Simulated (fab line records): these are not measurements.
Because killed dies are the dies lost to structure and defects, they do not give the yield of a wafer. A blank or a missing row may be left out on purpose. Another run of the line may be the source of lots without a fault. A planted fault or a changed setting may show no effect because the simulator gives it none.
Which tool did it? | flow nandHarc | 12 lots with 36 wafers sampled at 6 steps, on a route of 1159 steps

== WHAT THE GAUGES SHOWED, per wafer ==
NHARC_P_M2_THK_MEAS_24: measures by xrf.
lot  | measured     | on           | thkNm (nm)
L075 | day 6 14:57  | filmMetro-02 | 143.7 146.0 144.0
L077 | day 7 11:35  | filmMetro-02 | 143.5 143.3 145.7
L079 | day 7 16:53  | filmMetro-01 | 146.0 143.9 146.0
L081 | day 8 02:09  | filmMetro-02 | 141.8 141.6 142.4
L083 | day 8 12:53  | filmMetro-02 | 145.0 146.0 144.5
L085 | day 9 17:10  | filmMetro-02 | 147.2 143.1 146.2
L087 | day 10 07:55 | filmMetro-01 | 144.8 141.8 143.6
L089 | day 10 10:07 | filmMetro-01 | 143.6 144.1 142.1
L091 | day 10 11:26 | filmMetro-01 | 144.4 147.3 144.4
L093 | day 11 02:22 | filmMetro-02 | 143.4 145.6 143.3
L095 | day 11 05:24 | filmMetro-02 | 146.0 144.2 144.0
L097 | day 12 09:31 | filmMetro-02 | 143.5 144.7 145.9

== TOOL THAT RAN EACH LOT (tool first, then ch and the chambers of the sampled wafers, then the start) ==
lot  | NHARC_P_ZERO_WELL_ETCH_65        | NHARC_P_GATE_DESCUM_31            | NHARC_P_GATE_HM_OPEN_105                     | NHARC_P_GATE_RTA_64             | NHARC_P_GATE_DEGAS_109
L075 | rieDiel-12 ch 0,1,2, day 1 19:37 | rieDiel-02 ch 2,3, day 5 01:38    | rieDiel-02 ch 0,1,2, day 5 19:50 or earlier  | rtpAnneal-02 ch 0, day 5 19:50  | pvdSputter-01, day 5 20:06
L077 | rieDiel-01 ch 0,3, day 2 07:30   | rieDiel-02 ch 0,1,2, day 5 22:59  | rieDiel-02 ch 0,2,3, day 6 16:06 or earlier  | rtpAnneal-01 ch 0, day 6 16:06  | pvdSputter-01, day 6 16:25
L079 | rieDiel-08 ch 0,2,3, day 2 19:22 | rieDiel-02 ch 0,1,3, day 6 05:10  | rieDiel-02 ch 1,2,3, day 6 22:24 or earlier  | rtpAnneal-01 ch 0, day 6 22:24  | pvdSputter-02, day 6 22:44
L081 | rieDiel-08 ch 1,2,3, day 3 07:30 | rieDiel-09 ch 1,3, day 6 12:26    | rieDiel-09 ch 0,1, day 7 05:49 or earlier    | rtpAnneal-02 ch 0, day 7 05:49  | pvdSputter-01, day 7 06:08
L083 | rieDiel-12 ch 0,1,2, day 3 19:29 | rieDiel-02 ch 0,1, day 7 00:41    | rieDiel-02 ch 0,1, day 7 17:57 or earlier    | rtpAnneal-01 ch 0, day 7 17:57  | pvdSputter-02, day 7 18:16
L085 | rieDiel-01 ch 1,2,3, day 4 07:27 | rieDiel-09 ch 0,1,3, day 8 05:15  | rieDiel-09 ch 0,1,2, day 8 22:52 or earlier  | rtpAnneal-01 ch 0, day 8 22:52  | pvdSputter-01, day 8 23:10
L087 | rieDiel-08 ch 0,2,3, day 4 19:29 | rieDiel-03 ch 0,1,3, day 8 05:37  | rieDiel-03 ch 0,2,3, day 9 04:13 or earlier  | rtpAnneal-02 ch 0, day 9 04:13  | pvdSputter-02, day 9 04:32
L089 | rieDiel-12 ch 1,2, day 5 07:22   | rieDiel-03 ch 0,3, day 8 14:26    | rieDiel-03 ch 0,1,2, day 9 07:31 or earlier  | rtpAnneal-01 ch 0, day 9 07:31  | pvdSputter-01, day 9 07:49
L091 | rieDiel-01 ch 1,2,3, day 5 19:23 | rieDiel-03 ch 0,2, day 8 18:42    | rieDiel-03 ch 1,2, day 9 12:07 or earlier    | rtpAnneal-01 ch 0, day 9 12:07  | pvdSputter-01, day 9 12:23
L093 | rieDiel-12 ch 0,3, day 6 07:29   | rieDiel-09 ch 1,2, day 9 13:02    | rieDiel-09 ch 0,1, day 10 06:44 or earlier   | rtpAnneal-02 ch 0, day 10 06:44 | pvdSputter-01, day 10 07:00
L095 | rieDiel-12 ch 0,3, day 6 19:30   | rieDiel-09 ch 0,2,3, day 9 17:39  | rieDiel-09 ch 0,1,2, day 10 10:51 or earlier | rtpAnneal-02 ch 0, day 10 10:51 | pvdSputter-01, day 10 11:06
L097 | rieDiel-12 ch 0,1,3, day 7 07:29 | rieDiel-03 ch 0,1,2, day 10 16:56 | rieDiel-03 ch 0,1,3, day 11 10:27 or earlier | rtpAnneal-01 ch 0, day 11 10:27 | pvdSputter-02, day 11 10:47
- NHARC_P_ZERO_WELL_ETCH_65: etches the open film in N2/H2, target depth 80 nm, overetch 24 nm, time 87.88 s.
- NHARC_P_GATE_DESCUM_31: chemistry O2, time 3 s.
- NHARC_P_GATE_HM_OPEN_105: chemistry O2/COS, target depth 360 nm.
- NHARC_P_GATE_RTA_64: time 1 s.
- NHARC_P_GATE_DEGAS_109: time 60 s.

== THE ANSWER, worked out from the rows above alone ==
Rule: the lots themselves supply what counts as usual. The widest of any qualifying gaps counts: lots, ordered by their means at a reading, are off when they make up no more than a third of the lots, leave a main group of 4 or more, and stand apart from it by 3 or more times the standard deviation of that group's means. If all means in a main group match to the digits the tables above print for the reading, that group is not used. A lot without any number at a reading at which 4 lots or more have one is off too. Any other lot the step has rows for is counted as sound.
Nothing can be told from this: no lot is off at any reading shown.

== WHAT WAS PUT IN BY THE SIMULATOR ==
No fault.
